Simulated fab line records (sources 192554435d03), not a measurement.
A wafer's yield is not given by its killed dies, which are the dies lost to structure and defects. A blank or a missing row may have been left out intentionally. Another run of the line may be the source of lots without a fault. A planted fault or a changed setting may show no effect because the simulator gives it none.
Comparing a struck lot with a sound one / flow n5 finfet / 34 out of 1938 route steps
Sound: these wafers, L331.2, L331.5, L331.6. Struck: wafer L345.4 (left out: L345.3, L345.5 of the same lot, which were not struck); the cause appears at the end.
Each step with rows lists, per side, the tool, then ch with its chambers, then its first start. Under that, the readings that differ: sound wafers / struck wafers / difference of the means / sigmas: that difference in standard deviations of wafers without a fault.
alike: readings with means less than 2 such deviations apart, plus words and numbers identical on both sides. not compared: withheld readings, readings lacking a value on some wafer, bounds such as >300 that could conceal the same value, and numbers that have no deviation in the record and whose values overlap.
Wherever a step has rows on one side only, a row that says differs or no value, or a row with sigmas, the two part there. When numbers do not overlap yet have no deviation, they are printed without sigmas and do not part them. A reading missing from all wafers of one side parts the sides only when that side holds two or more wafers.

first, 10 steps without rows for these wafers: N5_BEOL_M7_TRENCH_ETCH_37 (etches SiCOH lowk in C4F6/O2, target depth 93.478 nm, time 31.2 s); N5_BEOL_M7_ETCH_41 (etches SiCN in CH3F/O2, target depth 31.9 nm, time 57.8 s); N5_BEOL_M7_STRIP_80 (strips in N2/H2, time 10 s); N5_BEOL_M7_HM_STRIP_39 (strips TiN in peroxide tin strip, target depth 25 nm, time 158 s); N5_BEOL_M7_SRD_40 (time 30 s); N5_BEOL_M7_PRECLEAN_42 (cleans in residue remover, time 60 s); N5_BEOL_M7_SRD_43 (time 30 s); N5_BEOL_M7_CURE_75 (cures SiCOH lowk, time 120 s); N5_BEOL_M7_DEGAS_44 (time 60 s); N5_BEOL_M7_PRE_CLEAN_45 (time 30 s).
N5_BEOL_M7_ALD_77: deposits TaN, target thk 2 nm, pulse time 2 s, purge time 3 s.
  sound on ald metal-03 ch 2,3, day 9 15:26; struck on ald metal-03 ch 1, day 13 06:43
  alike: heater power w, mfc carrier sccm
then, 22 steps without rows for these wafers: N5_BEOL_M7_SURFACE_TREAT_79; N5_BEOL_M7_CVD_78 (deposits Co from CCTBA/H2, target thk 2 nm, time 142.3 s); N5_BEOL_M7_SPUTTER_48 (material Cu, target thk 10 nm, time 1.667 s); N5_BEOL_M7_ECD_50 (material Cu, target thk 300 nm); N5_BEOL_M7_ANNEAL_51 (time 90 s); N5_BEOL_M7_CMP_52 (polishes, stops on SiCOH lowk, t overpolish 6.9 s, target thk 80 nm); N5_BEOL_M7_PRE_CLEAN_55 (time 15 s); N5_BEOL_M7_DEP_56 (deposits SiCN from 3MS/NH3, target thk 10 nm, time 17.5 s); N5_BEOL_M8_ILD_DEP_00 (deposits SiCOH lowk from DEMS/porogen, target thk 179.75 nm, time 33.4 s); N5_BEOL_M8_CURE_74 (cures SiCOH lowk, time 240 s); N5_BEOL_M8_PECVD_70 (deposits SiO2 from TEOS/O2, target thk 20 nm, time 22.7 s); N5_BEOL_M8_HM_DEP_02 (deposits TiN, target thk 20 nm); N5_BEOL_M8_COAT_59 (time 60 s, resist thk 100 nm); N5_BEOL_M8_COAT_60 (time 60 s, resist thk 35 nm); N5_BEOL_M8_COAT_05 (resist thk 90 nm); N5_BEOL_M8_EBR_07; N5_BEOL_M8_SOFTBAKE_06 (time 60 s); N5_BEOL_M8_EXPOSE_08 (exposes mask M8); N5_BEOL_M8_PEB_09 (peb time 60 s); N5_BEOL_M8_DEVELOP_10 (develop time 30 s); N5_BEOL_M8_DESCUM_16 (chemistry O2, time 7.9 s); N5_BEOL_M8_ETCH_61 (etches SiARC in CF4, target depth 45.5 nm, time 75.8 s).
-- the record jumps here: 3 days lie between the struck wafers' starts before and after (it left off in module BEOL_M8 and takes up again in module PASSIVATION, whose first step shown is number 1936 of the route) --
N5_PASSIVATION_PROBE_49:
  struck on prober-01, day 16 15:12; sound on prober-02, day 12 23:29
reading=defect limited yield (%); sound=92.5 93.0 92.5; struck=83.1; difference=-9.6; sigmas=-6
reading=killed_at_M4_up; sound=18 13 16; struck=118; difference=+102; sigmas=+20
reading=killed dies; sound=88 83 89; struck=200; difference=+113; sigmas=+6
reading=sort_bin_5_function (%); sound=4.3 3.5 5.0; struck=11.5; difference=+7.2; sigmas=+7
reading=sort n pass; sound=1092 1097 1091; struck=980; difference=-113; sigmas=-6
reading=sort yield pct (%); sound=92.5 93.0 92.5; struck=83.1; difference=-9.6; sigmas=-6
  alike: killed_at_M0_to_M3, killed at contacts, killed at front end, killed at other, killed open, killed short, sort_bin_6_memory

== WHERE THEY PART ==
Only at N5_PASSIVATION_PROBE_49, as far as this record shows.

WHY: what had been put in by the simulator
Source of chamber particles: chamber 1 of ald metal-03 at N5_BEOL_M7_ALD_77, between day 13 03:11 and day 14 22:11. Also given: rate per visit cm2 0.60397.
